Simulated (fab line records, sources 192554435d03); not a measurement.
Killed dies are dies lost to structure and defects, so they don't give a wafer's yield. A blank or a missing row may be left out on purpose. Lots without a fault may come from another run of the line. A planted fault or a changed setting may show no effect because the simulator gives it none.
fab line records | flow n5_finfet
record lots=5 wafers=15 last_day=17
route steps=1938 shown BEOL_M2@909 BEOL_M4@1111
lots that met no fault: from a run of the same line without faults
start_h: hours from the record's first day to the start of the lot's first wafer shown | wait_h: hours since the lot's step before | " the same as in the row above | L1.1+2: a row that stands for several wafers | - no value, or no start given | * or withheld: withheld | < > ~ a bound
route shown NAME@n: a module of which the file shows steps, and the number in the route of the first | usual: mean/standard deviation of fault-free wafers | same: alike in all rows | chamber/n: place in a boat | sites: the reading at each site | _std_site: their standard deviation | _edge_site: outer sites' mean less inner sites' | radius_mm: how far each site lies from the wafer's centre | mask NAME#n: copy n | behind: the tool/chamber that last shaped the wafer | hold: why the lot was held/for how many hours/how that ended | device: the transistor (n, p or np) that didn't switch | end of line: the same wafers' tests at the end of the route | a step without rows: its recipe alone | killed: dies lost to structure and defects at the first sort, not the wafer's yield | map: a wafer's dies, x killed, . not, _ none there
set.NAME: the setting as run; set.NAME@STEP: as run at that earlier step | model.NAME: the simulator's own value behind a step, which no gauge read
lots at some steps of the route; a table a step, a row a wafer
services: from which hour (start_h, from the record's first day; less than 0 if before it) a tool's chamber was out of use, for how many hours, and why
## steps
# step N5_BEOL_M2_ANNEAL_82
# recipe temp_c=400 time_s=240 ambient=vacuum
# usual heater_power_w=830/38 susceptor_temp_C=399.98/0.21
# columns lot.wafer tool chamber start_h wait_h heater_power_w susceptor_temp_C
L186.1 pvd_sputter-03 - 142.28 0.0 853 400.07
L186.2 " - " " 788 400.17
L186.6 " - " " 852 400.32
L194.1 pvd_sputter-01 - 198.93 0.0 856 399.61
L194.4 " - " " 813 399.99
L194.5 " - " " 824 400.14
L201.1 pvd_sputter-01 - 230.89 0.0 862 399.94
L201.3 " - " " 807 399.78
L201.4 " - " " 823 399.62
L207.3 pvd_sputter-03 - 266.92 0.0 786 400.04
L207.5 " - " " 894 400.10
L207.6 " - " " 855 400.15
L209.1 pvd_sputter-02 - 271.69 0.0 823 400.49
L209.3 " - " " 854 399.79
L209.4 " - " " 769 399.63
# step N5_BEOL_M2_SPUTTER_86
# recipe material=Cu target_thk_a=45 temp_c=-20 chamber_pressure_pa=0.07 power_w=withheld time_s=8.29
# step N5_BEOL_M2_ANNEAL_87
# recipe temp_c=400 time_s=240 ambient=vacuum
# usual heater_power_w=829/39 susceptor_temp_C=400.02/0.23
# columns lot.wafer tool chamber start_h wait_h heater_power_w susceptor_temp_C
L186.1 pvd_sputter-03 - 142.50 0.0 842 399.65
L186.2 " - " " 780 399.79
L186.6 " - " " 845 399.95
L194.1 pvd_sputter-01 - 199.15 0.0 849 400.20
L194.4 " - " " 804 399.85
L194.5 " - " " 802 400.23
L201.1 pvd_sputter-01 - 231.11 0.0 843 399.96
L201.3 " - " " 816 400.18
L201.4 " - " " 829 400.29
L207.3 pvd_sputter-03 - 267.14 0.0 778 400.03
L207.5 " - " " 901 399.53
L207.6 " - " " 862 399.99
L209.1 pvd_sputter-02 - 271.91 0.0 829 400.16
L209.3 " - " " 826 400.20
L209.4 " - " " 757 400.09
# step N5_BEOL_M2_SPUTTER_88
# recipe material=Cu target_thk_a=45 temp_c=-20 chamber_pressure_pa=0.07 power_w=withheld time_s=8.29
# step N5_BEOL_M2_ANNEAL_89
# recipe temp_c=400 time_s=240 ambient=vacuum
# usual heater_power_w=831/41 susceptor_temp_C=400.00/0.22
# columns lot.wafer tool chamber start_h wait_h heater_power_w susceptor_temp_C
L186.1 pvd_sputter-03 - 142.72 0.0 838 400.55
L186.2 " - " " 752 400.08
L186.6 " - " " 865 400.33
L194.1 pvd_sputter-01 - 199.37 0.0 861 399.61
L194.4 " - " " 806 399.73
L194.5 " - " " 816 399.70
L201.1 pvd_sputter-01 - 231.33 0.0 830 400.58
L201.3 " - " " 801 400.09
L201.4 " - " " 824 400.08
L207.3 pvd_sputter-03 - 267.36 0.0 784 399.65
L207.5 " - " " 887 400.29
L207.6 " - " " 873 400.17
L209.1 pvd_sputter-02 - 272.13 0.0 831 400.07
L209.3 " - " " 808 400.07
L209.4 " - " " 740 399.66
# step N5_BEOL_M2_SPUTTER_90
# recipe material=Cu target_thk_a=45 temp_c=-20 chamber_pressure_pa=0.07 power_w=withheld time_s=8.29
# step N5_BEOL_M2_ANNEAL_91
# recipe temp_c=400 time_s=240 ambient=vacuum
# step N5_BEOL_M2_SPUTTER_92
# recipe material=Cu target_thk_a=45 temp_c=-20 chamber_pressure_pa=0.07 power_w=withheld time_s=8.29
# usual susceptor_temp_C=-20.00/0.11 throttle_valve_pct=29.8/0.76
# columns lot.wafer tool chamber start_h wait_h susceptor_temp_C throttle_valve_pct
L186.1 pvd_sputter-03 - 143.08 0.1 -19.73 30.2
L186.2 " - " " -19.96 29.8
L186.6 " - " " -19.83 30.3
L194.1 pvd_sputter-01 - 199.73 0.1 -20.12 29.8
L194.4 " - " " -19.97 29.0
L194.5 " - " " -20.04 29.4
L201.1 pvd_sputter-01 - 231.69 0.1 -20.13 29.6
L201.3 " - " " -20.03 28.7
L201.4 " - " " -20.10 28.9
L207.3 pvd_sputter-03 - 267.72 0.1 -20.03 29.4
L207.5 " - " " -20.22 31.0
L207.6 " - " " -20.07 30.2
L209.1 pvd_sputter-02 - 272.49 0.1 -19.98 29.4
L209.3 " - " " -20.18 30.7
L209.4 " - " " -19.99 30.1
# step N5_BEOL_M2_ANNEAL_93
# recipe temp_c=400 time_s=240 ambient=vacuum
# step N5_BEOL_M2_SPUTTER_94
# recipe material=Cu target_thk_a=45 temp_c=-20 chamber_pressure_pa=0.07 power_w=withheld time_s=8.29
# step N5_BEOL_M2_ANNEAL_95
# recipe temp_c=400 time_s=240 ambient=vacuum
# usual heater_power_w=831/40 susceptor_temp_C=400.02/0.23
# columns lot.wafer tool chamber start_h wait_h heater_power_w susceptor_temp_C
L186.1 pvd_sputter-03 - 143.38 0.0 872 400.18
L186.2 " - " " 772 399.80
L186.6 " - " " 868 400.17
L194.1 pvd_sputter-01 - 200.03 0.0 838 400.02
L194.4 " - " " 785 400.34
L194.5 " - " " 825 399.76
L201.1 pvd_sputter-01 - 231.99 0.0 858 399.93
L201.3 " - " " 789 399.93
L201.4 " - " " 809 400.19
L207.3 pvd_sputter-03 - 268.02 0.0 777 400.05
L207.5 " - " " 888 400.01
L207.6 " - " " 851 399.69
L209.1 pvd_sputter-02 - 272.79 0.0 812 399.76
L209.3 " - " " 850 400.24
L209.4 " - " " 762 399.68
# step N5_BEOL_M2_SPUTTER_96
# recipe material=Cu target_thk_a=45 temp_c=-20 chamber_pressure_pa=0.07 power_w=withheld time_s=8.29
# step N5_BEOL_M2_ECD_50
# recipe material=Cu target_thk_a=3000
# columns lot.wafer tool chamber start_h wait_h model.Cu_of_BEOL_M2_ECD_50.thk_nm
L186.1 ecd_cu-02 0 143.63 0.1 300.8
L186.2 " 1 " " 301.6
L186.6 " 1 " " 299.6
L194.1 ecd_cu-01 1 200.29 0.1 301
L194.4 " 1 " " 227
L194.5 " 0 " " 299.6
L201.1 ecd_cu-02 0 232.25 0.1 302.8
L201.3 " 0 " " 301
L201.4 " 1 " " 303.4
L207.3 ecd_cu-01 0 268.30 0.1 304
L207.5 " 1 " " 298.8
L207.6 " 0 " " 299.4
L209.1 ecd_cu-02 0 273.05 0.1 301.8
L209.3 " 0 " " 306
L209.4 " 1 " " 302.6
# step N5_BEOL_M2_ANNEAL_51
# recipe temp_c=225 time_s=90 ambient=N2
# step N5_BEOL_M2_CMP_52
# recipe stop_on=SiOC t_overpolish_s=6.8 down_force_psi=1 platen_rpm=50 clearing_platen_down_force_psi=1.5 clearing_platen_rpm=50 post_cmp_clean=cu_alkaline target_thk_nm=40 clearing_platen_pad_velocity_m_s=0.99484 pad_velocity_m_s=0.99484
# usual motor_current_A=6.2/0.63 time_to_endpoint_s=62/5.6
# columns lot.wafer tool chamber start_h wait_h motor_current_A time_to_endpoint_s
L186.2 cmp-03 1 144.01 0.2 5.1 61
L186.1 " 2 " " 5.9 54
L186.6 " 2 " " 5.9 53
L194.1 cmp-03 1 200.71 0.3 5.2 57
L194.4 " 2 " " 5.9 40
L194.5 " 1 " " 5.2 59
L201.1 cmp-03 2 232.93 0.5 5.8 52
L201.3 " 3 " " 7.2 57
L201.4 " 0 " " 5.5 57
L207.3 cmp-01 2 268.73 0.2 7.0 71
L207.6 " 1 " " 7.0 61
L207.5 " 2 " " 6.5 69
L209.3 cmp-03 3 273.43 0.2 6.7 64
L209.1 " 0 " " 5.7 58
L209.4 " 2 " " 6.2 54
# step N5_BEOL_M2_THK_MEAS_53
# recipe thk_meas_gauge=xrf reads=Cu_of_BEOL_M2_ECD_50
# usual M2_THK=39.7/2.2
# columns lot.wafer tool chamber start_h wait_h M2_THK[nm]
L186.1 film_metro-02 - 144.31 - 38.6
L186.2 " - " " 38.4
L186.6 " - " " 36.7
L194.1 film_metro-01 - 200.96 - 35.6
L194.4 " - " " 37.6
L194.5 " - " " 39.6
L201.1 film_metro-01 - 233.19 - 37.9
L201.3 " - " " 37.6
L201.4 " - " " 37.9
L207.3 film_metro-01 - 268.99 - 42.1
L207.5 " - " " 42.0
L207.6 " - " " 39.9
L209.1 film_metro-02 - 273.72 - 39.0
L209.3 " - " " 38.8
L209.4 " - " " 35.3
# step N5_BEOL_M4_RC_MEAS_101
# usual DIBL_N=35.9/2.5 DIBL_P=36.0/3 IOFF_N=0.16/0.047 IOFF_P=0.21/0.047 ION_N=671/14 ION_P=460/8.8 SS_N=71.5/0.73 SS_P=73.2/0.91 VT_N=250/4.3 VT_P=-251/3.6
# columns lot.wafer tool chamber start_h wait_h DIBL_N[mV/V] DIBL_P[mV/V] IOFF_N[nA/um] IOFF_P[nA/um] ION_N[uA/um] ION_P[uA/um] SS_N[mV/dec] SS_P[mV/dec] VT_N[mV] VT_P[mV]
L186.1 prober-02 0 162.25 0.0 34.2 32.5 0.13 0.15 653 444 71.4 72.6 255 -256
L186.2 " 0 " " 30.9 30.8 0.09 0.15 653 455 70.0 72.1 254 -257
L186.6 " 0 " " 32.2 31.4 0.10 0.15 654 451 70.8 71.9 256 -258
L194.1 prober-01 0 216.97 0.0 36.4 34.5 0.14 0.18 661 457 71.6 73.4 252 -253
L194.4 " 0 " " 33.5 29.9 0.10 0.13 659 446 70.9 72.2 253 -257
L194.5 " 0 " " 39.3 37.3 0.18 0.22 674 456 72.7 73.9 251 -253
L201.1 prober-01 0 257.92 0.0 34.8 34.3 0.13 0.20 668 463 71.3 72.6 249 -248
L201.3 " 0 " " 31.1 30.5 0.09 0.15 660 465 70.5 71.7 255 -254
L201.4 " 0 " " 36.8 36.6 0.16 0.23 678 473 72.0 72.9 249 -249
L207.3 prober-01 0 291.67 0.3 37.1 38.3 0.19 0.26 674 463 72.3 73.9 248 -246
L207.5 " 0 " " 34.0 33.3 0.13 0.19 666 459 70.3 72.6 252 -252
L207.6 " 0 " " 35.0 34.8 0.14 0.20 671 466 71.8 72.5 253 -250
L209.1 prober-01 0 300.37 0.0 35.3 35.2 0.14 0.19 670 459 71.5 73.5 250 -252
L209.3 " 0 " " 40.0 41.6 0.24 0.31 682 470 72.3 74.5 244 -246
L209.4 " 0 " " 37.4 37.6 0.16 0.22 655 454 72.2 73.9 250 -250
## services
# columns tool chamber start_h hours kind
cmp-03 - 118.77 1.5 repair
cmp-01 - 123.45 1.3 repair
pvd_sputter-01 - 131.36 1.3 repair
cmp-03 - 142.80 0.4 repair
cmp-03 - 153.91 0.3 repair
ecd_cu-02 - 166.90 9.3 pm
cmp-01 - 186.87 1.3 repair
cmp-03 - 201.25 0.8 repair
ecd_cu-02 - 205.79 1.1 repair
cmp-01 - 210.70 7.7 pm
cmp-03 - 219.62 0.4 repair
cmp-01 - 220.48 4.0 pm
cmp-01 - 224.48 - consumable_replace:conditioner
cmp-01 - 224.48 - consumable_replace:pad
ecd_cu-02 - 234.98 2.4 repair
cmp-03 - 241.11 14.1 pm
cmp-01 - 272.34 2.0 repair
## key
first_sign step=N5_BEOL_M2_CMP_52 reading=time_to_endpoint_s direction=down sigmas=3.9 usual=* struck=*
effect none on later readings
model_effect step=N5_BEOL_M2_ECD_50 value=Cu_of_BEOL_M2_ECD_50.thk_nm without=304.4 struck=227
met_at N5_BEOL_M2_ECD_50
struck_wafers L194.4
fault kind=process_parameter_drift tool=ecd_cu-01 chamber=- onset_h=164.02 steps=N5_BEOL_M2_ECD_50 channel=target_thk_a offset=* shape=step end_h=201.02 scope=struck_wafers_only acts_in=* stated=*
